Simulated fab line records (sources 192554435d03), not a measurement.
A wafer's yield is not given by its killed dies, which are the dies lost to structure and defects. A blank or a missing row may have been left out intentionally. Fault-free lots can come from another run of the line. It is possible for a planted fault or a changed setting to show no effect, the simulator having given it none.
Struck lot and sound lot, side by side	flow n5 finfet	15 out of 1938 route steps
Sound: wafers L243.1, L243.5, L243.6. Struck: wafer L251.6 (left out: L251.5, a lot-mate that was not struck); the cause follows at the end.
For every step that has rows: the tool of each side, followed by ch and its chambers, followed by its first start. Under that, the readings that differ: sound wafers	struck wafers	difference of the means	sigmas: that difference in standard deviations of wafers without a fault.
alike: readings with means less than 2 such deviations apart, plus words and numbers identical on both sides. not compared: withheld readings, readings lacking a value on some wafer, bounds such as >300 that could conceal the same value, and numbers that have no deviation in the record and whose values overlap.
A row with sigmas, a row that says differs or no value, or rows on one side alone: a step with any of these is where the two part. Numbers that don't overlap but have no deviation are shown without sigmas and don't part them. Lack of a reading on every wafer of one side parts them only where that side has two or more wafers.

first, 5 steps without rows for these wafers: N5_BEOL_M11_EBR_24; N5_BEOL_M11_SOFTBAKE_23 (time 60 s); N5_BEOL_M11_EXPOSE_25 (exposes mask V10); N5_BEOL_M11_PEB_26 (peb time 60 s); N5_BEOL_M11_DEVELOP_27 (develop time 30 s).
N5_BEOL_M11_CD_MEAS_28: the cd target is 70 nm.
  sound on cd sem-01 ch 0, day 12 01:08; struck on cd sem-01 ch 0, day 14 00:07
  alike: cd nm
N5_BEOL_M11_OVL_MEAS_29:
  sound on overlay-02 ch 0, day 12 01:10; struck on overlay-01 ch 0, day 14 00:08
  alike: V10_OVL
N5_BEOL_M11_INSPECT_30: inspects for defects (brightfield).
  struck on defect inspect-02, day 14 00:10; sound on defect inspect-01, day 12 01:12
reading	sound	struck	difference	sigmas
raw defect count	344 313 328	597	+269	+3
N5_BEOL_M11_DESCUM_33: chemistry O2, time 7.9 s.
  sound on rie diel-02 ch 1,2,3, day 12 01:48; struck on rie diel-02 ch 0, day 14 00:13
  alike: drypump motor current A, oes product au, rf vpp V, showerhead plenum p Torr, throttle valve pct
  not compared: rf hours counter h
N5_BEOL_M11_ETCH_65: etches SiARC in CF4, target depth 39 nm, time 65 s.
  sound on rie diel-02 ch 1,2,3, day 12 01:50; struck on rie diel-02 ch 0, day 14 00:16
reading	sound	struck	difference	sigmas
rf vpp V (V)	184.2 183.9 183.5	181.3	-2.6	-3
  alike: drypump motor current A, etch rf on time s, oes product au, showerhead plenum p Torr, throttle valve pct
  not compared: rf hours counter h
N5_BEOL_M11_ETCH_66: etches SOC in N2/H2, target depth 120 nm, overetch 24 nm, time 180 s.
  sound on rie diel-02 ch 1,2,3, day 12 01:53; struck on rie diel-02 ch 0, day 14 00:20
  alike: drypump motor current A, oes product au, rf vpp V, run length s, showerhead plenum p Torr, throttle valve pct
  not compared: rf hours counter h
then, 1 step without rows for these wafers: N5_BEOL_M11_STRIP_69 (strips in N2/H2).
N5_BEOL_M11_VIA_ETCH_34: etches SiCOH lowk in C4F6/O2, target depth 184.5 nm, time 69.2 s.
  sound on rie diel-02 ch 1,2,3, day 12 02:01; struck on rie diel-02 ch 0, day 14 00:26
reading	sound	struck	difference	sigmas
run length s (s)	92.0 93.0 92.3	98.4	+6.0	+18
model.etch.depth nm (nm)	183.7 181.5 182.9	197.1	+14.4	
model.SOC_of_BEOL_M11_COAT_63.thk nm (nm)	92.4 92 92.6	90.8	-1.5	
  alike: drypump motor current A, oes product au, rf vpp V, showerhead plenum p Torr, throttle valve pct
  not compared: rf hours counter h
then, 2 steps without rows for these wafers: N5_BEOL_M11_STRIP_73 (strips in C4F6/O2); N5_PASSIVATION_PROBE_49.

## WHERE THEY PART
At N5_BEOL_M11_INSPECT_30 first; at N5_BEOL_M11_VIA_ETCH_34 last (within this record only).

WHY: what had been put in by the simulator
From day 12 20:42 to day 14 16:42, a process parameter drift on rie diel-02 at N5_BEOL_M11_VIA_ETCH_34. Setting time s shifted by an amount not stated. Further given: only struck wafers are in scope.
